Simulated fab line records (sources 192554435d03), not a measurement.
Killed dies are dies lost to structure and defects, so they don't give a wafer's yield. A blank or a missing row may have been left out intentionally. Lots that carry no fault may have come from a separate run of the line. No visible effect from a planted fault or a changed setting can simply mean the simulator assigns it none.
Which tool was responsible? / flow n5-finfet / 30 wafers sampled from 10 lots at 1 step of a route of 1938

== WHAT EACH GAUGE READ, for each wafer ==
N5_BEOL_M4_RC_MEAS_101. Usual: DIBL_N 36.5 mV/V, standard deviation 1.9; DIBL_P 36.4 mV/V, standard deviation 2.2; IOFF_N 0.17 nA/um, standard deviation 0.034; IOFF_P 0.21 nA/um, standard deviation 0.036; ION_N 678 uA/um, standard deviation 12; ION_P 462 uA/um, standard deviation 7.1; SS_N 71.7 mV/dec, standard deviation 0.61; SS_P 73.4 mV/dec, standard deviation 0.71; VT_N 249 mV, standard deviation 3.5; VT_P -251 mV, standard deviation 3.
lot=L416; measured=day 8 17:50; on=prober-01; DIBL_N (mV/V)=37.7 36.6 37.5; DIBL_P (mV/V)=37.9 37.3 37.5; IOFF_N (nA/um)=0.21 0.18 0.19; IOFF_P (nA/um)=0.25 0.23 0.23; ION_N (uA/um)=689 679 683; ION_P (uA/um)=467 465 461; SS_N (mV/dec)=72.5 71.9 72.7; SS_P (mV/dec)=74.7 74.8 73.5; VT_N (mV)=244 248 246; VT_P (mV)=-249 -250 -251; flag=
lot=L419; measured=day 9 16:39; on=prober-01; DIBL_N (mV/V)=32.0 35.3 36.2; DIBL_P (mV/V)=31.3 35.8 37.0; IOFF_N (nA/um)=0.11 0.17 0.19; IOFF_P (nA/um)=0.16 0.23 0.25; ION_N (uA/um)=660 677 694; ION_P (uA/um)=462 470 475; SS_N (mV/dec)=70.6 71.5 71.7; SS_P (mV/dec)=72.4 73.9 73.5; VT_N (mV)=256 246 246; VT_P (mV)=-253 -249 -248; flag=
lot=L421; measured=day 9 17:25; on=prober-02; DIBL_N (mV/V)=38.1 35.4 39.0; DIBL_P (mV/V)=38.5 33.8 39.9; IOFF_N (nA/um)=0.20 0.14 0.22; IOFF_P (nA/um)=0.25 0.18 0.28; ION_N (uA/um)=687 670 688; ION_P (uA/um)=464 456 473; SS_N (mV/dec)=71.9 71.4 72.3; SS_P (mV/dec)=73.6 72.7 74.6; VT_N (mV)=246 251 245; VT_P (mV)=-249 -252 -248; flag=
lot=L426; measured=day 11 14:27; on=prober-02; DIBL_N (mV/V)=34.8 35.9 38.4; DIBL_P (mV/V)=36.8 37.5 41.5; IOFF_N (nA/um)=0.14 0.16 0.22; IOFF_P (nA/um)=0.22 0.22 0.30; ION_N (uA/um)=680 672 706; ION_P (uA/um)=472 464 483; SS_N (mV/dec)=71.0 72.0 72.2; SS_P (mV/dec)=72.4 72.7 73.6; VT_N (mV)=249 249 243; VT_P (mV)=-247 -249 -243; flag=
lot=L428; measured=day 12 12:31; on=prober-01; DIBL_N (mV/V)=38.7 37.4 39.8; DIBL_P (mV/V)=36.9 35.4 39.0; IOFF_N (nA/um)=0.17 0.15 0.20; IOFF_P (nA/um)=0.20 0.18 0.24; ION_N (uA/um)=686 657 690; ION_P (uA/um)=460 455 466; SS_N (mV/dec)=71.9 71.2 72.5; SS_P (mV/dec)=73.5 73.8 74.3; VT_N (mV)=248 254 249; VT_P (mV)=-252 -254 -252; flag=
lot=L430; measured=day 12 18:41; on=prober-02; DIBL_N (mV/V)=39.9 35.5 37.2; DIBL_P (mV/V)=40.4 34.8 36.8; IOFF_N (nA/um)=0.25 0.16 0.18; IOFF_P (nA/um)=0.28 0.19 0.23; ION_N (uA/um)=707 663 674; ION_P (uA/um)=470 453 462; SS_N (mV/dec)=72.9 71.0 72.1; SS_P (mV/dec)=75.2 73.6 74.4; VT_N (mV)=245 251 249; VT_P (mV)=-248 -251 -249; flag=
lot=L431; measured=day 13 06:35; on=prober-02; DIBL_N (mV/V)=33.7 38.1 34.3; DIBL_P (mV/V)=34.0 39.5 34.0; IOFF_N (nA/um)=0.11 0.18 0.11; IOFF_P (nA/um)=0.16 0.24 0.15; ION_N (uA/um)=664 683 661; ION_P (uA/um)=456 474 453; SS_N (mV/dec)=71.0 72.7 70.8; SS_P (mV/dec)=72.5 73.6 72.9; VT_N (mV)=255 252 255; VT_P (mV)=-252 -250 -255; flag=
lot=L435; measured=day 13 10:07; on=prober-01; DIBL_N (mV/V)=36.8 35.3 35.3; DIBL_P (mV/V)=38.1 37.1 37.4; IOFF_N (nA/um)=0.18 0.16 0.17; IOFF_P (nA/um)=0.22 0.19 0.20; ION_N (uA/um)=676 673 689; ION_P (uA/um)=468 456 470; SS_N (mV/dec)=71.6 72.2 72.2; SS_P (mV/dec)=73.6 72.8 72.9; VT_N (mV)=248 251 249; VT_P (mV)=-252 -254 -252; flag=
lot=L432; measured=day 13 10:46; on=prober-02; DIBL_N (mV/V)=36.8 39.3 36.1; DIBL_P (mV/V)=35.1 38.0 33.2; IOFF_N (nA/um)=0.16 0.19 0.14; IOFF_P (nA/um)=0.19 0.25 0.16; ION_N (uA/um)=683 680 671; ION_P (uA/um)=464 468 451; SS_N (mV/dec)=71.6 72.0 71.9; SS_P (mV/dec)=73.5 74.0 73.2; VT_N (mV)=249 248 252; VT_P (mV)=-251 -248 -255; flag=
lot=L438; measured=day 14 21:52; on=prober-01; DIBL_N (mV/V)=33.3 37.5 36.8; DIBL_P (mV/V)=33.5 38.2 36.7; IOFF_N (nA/um)=0.13 0.19 0.18; IOFF_P (nA/um)=0.15 0.21 0.20; ION_N (uA/um)=663 677 680; ION_P (uA/um)=460 459 460; SS_N (mV/dec)=71.1 72.0 71.3; SS_P (mV/dec)=72.2 73.9 73.4; VT_N (mV)=250 248 244; VT_P (mV)=-253 -250 -252; flag=

== WHAT TOOL EACH LOT RAN ON (gives the tool, then ch and the chambers of the sampled wafers, and finally the start) ==
Record: no process step prior to these readings.

== AS READ BY THE TOOLS THEMSELVES (means over the sampled wafers that have a number; for cases with no such wafer, the mark the record gives instead) ==
The record holds no such reading with a usual standard deviation.

== THE ANSWER, worked out from the rows above alone ==
Rule: lot off if the mean of its wafers having a number is beyond 3 standard deviations from the usual mean. Also off: a lot with no number at a reading for which 4 or more lots have one. Where the step has rows for the other lots, those lots are counted as sound. First the gauges in route order, then the tools' own readings, where a lot's mean is used as printed above. The first step at which some lot is off is used, and at that step the reading that is off furthest; a lot without a number counts as furthest.
Across all readings shown, no lot is off: no conclusion can be drawn from this.

== WHAT THE SIMULATOR HAD INSERTED ==
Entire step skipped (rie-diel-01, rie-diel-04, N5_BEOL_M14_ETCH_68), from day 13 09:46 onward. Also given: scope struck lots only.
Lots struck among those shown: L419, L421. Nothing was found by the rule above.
